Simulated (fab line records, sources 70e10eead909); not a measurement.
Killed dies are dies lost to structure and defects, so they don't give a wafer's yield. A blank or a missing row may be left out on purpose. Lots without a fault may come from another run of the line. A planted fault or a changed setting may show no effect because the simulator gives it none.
A struck lot beside a sound one | flow nand_harc | 17 steps out of a route of 1302
Sound: wafers L485.3, L485.4, L485.6. Struck: wafers L496.2, L496.3, L496.5. The cause comes at the end.
At each step with rows: each side's tool, then ch and its chambers, then its first start. Under that, the readings that differ: sound wafers | struck wafers | difference of the means | sigmas: that difference in standard deviations of wafers without a fault.
alike: readings whose means differ by less than 2 such deviations, and words and numbers that are the same on both sides. not compared: withheld readings, readings that some wafer has no value for, bounds like >300 that may hide the same value, and numbers for which the record gives no deviation and whose values overlap.
The two part at a step that has a row with sigmas, a row that says differs or no value, or rows on one side only. Numbers that don't overlap but have no deviation are shown without sigmas and don't part them. A reading that every wafer of one side lacks parts them only if that side has two wafers or more.

NHARC_A_WL_FILL_INSPECT_15:
  sound on defect_inspect-01, day 21 21:21; struck on defect_inspect-01, day 25 20:26
  alike: raw_defect_count
NHARC_A_CONTACT_DEP_24: deposits SiO2, target thk 500 nm.
  sound on pecvd-03 ch 0,1,2, day 21 21:27; struck on pecvd-03 ch 0,1, day 25 20:34
  alike: heater_power_w, throttle_valve_pct
NHARC_A_CONTACT_DEP_28: deposits aC, target thk 7000 nm.
  sound on acl_dep-03 ch 0, day 21 23:27; struck on acl_dep-03 ch 0, day 26 00:51
  alike: throttle_valve_pct
NHARC_A_CONTACT_DEP_29: deposits SiON, target thk 100 nm.
  sound on pecvd-01 ch 0,1, day 22 02:17; struck on pecvd-03 ch 0,1, day 26 04:23
  alike: heater_power_w
then, 7 steps without rows for these wafers: NHARC_A_CONTACT_DEHYDRATE_32 (time 120 s); NHARC_A_CONTACT_HMDS_33 (time 30 s); NHARC_A_CONTACT_COAT_34 (time 75 s); NHARC_A_CONTACT_COAT_35 (time 65 s); NHARC_A_CONTACT_COAT_36 (resist thk 90 nm); NHARC_A_CONTACT_SOFTBAKE_37 (time 55 s); NHARC_A_CONTACT_EBR_38.
NHARC_A_CONTACT_EXPOSE_39: exposes mask A CC 3.
  sound on arfi_scanner-02 ch 0, day 22 02:52; struck on arfi_scanner-02 ch 0, day 26 04:58
  reading              | sound             | struck            | difference | sigmas
  exposure_dose_mJ_cm2 | 58.64 58.80 58.73 | 61.07 61.07 61.03 | +2.33      | +15
  alike: mask
then, 2 steps without rows for these wafers: NHARC_A_CONTACT_PEB_40 (peb time 65 s); NHARC_A_CONTACT_DEVELOP_41 (develop time 35 s).
NHARC_A_CONTACT_CD_MEAS_42: target cd 300 nm.
  sound on cd_sem-01 ch 0, day 22 03:01; struck on cd_sem-03 ch 0
  reading    | sound             | struck            | difference | sigmas
  cd_nm (nm) | 300.0 300.3 299.6 | 302.4 302.2 302.5 | +2.4       | +4
  not compared: hold
NHARC_A_CONTACT_OVL_MEAS_43:
  sound on overlay-01, day 22 03:05; struck on overlay-02, day 26 10:26
  reading | sound | struck                                                                     | difference                   | sigmas
  hold    | - - - | await_dispo/5.1h/release await_dispo/5.1h/release await_dispo/5.1h/release | no value on the sound wafers |
  alike: overlay_x_nm, overlay_y_nm
-- the record jumps here: 5 days lie between the struck wafers' starts before and after (it left off in module A_CONTACT and takes up again in module END, whose first step shown is number 1302 of the route) --
NHARC_END_SORT_01:
  the record has rows for the struck wafers here (prober-01 ch 0, day 30 23:55) and none for the sound ones

WHERE THEY PART
First at NHARC_A_CONTACT_EXPOSE_39; last, within this record, at NHARC_END_SORT_01.

WHY: what the simulator had put in
Process parameter drift: arfi_scanner-02, from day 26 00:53 on, at NHARC_A_CONTACT_EXPOSE_39. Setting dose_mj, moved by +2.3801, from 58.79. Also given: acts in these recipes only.
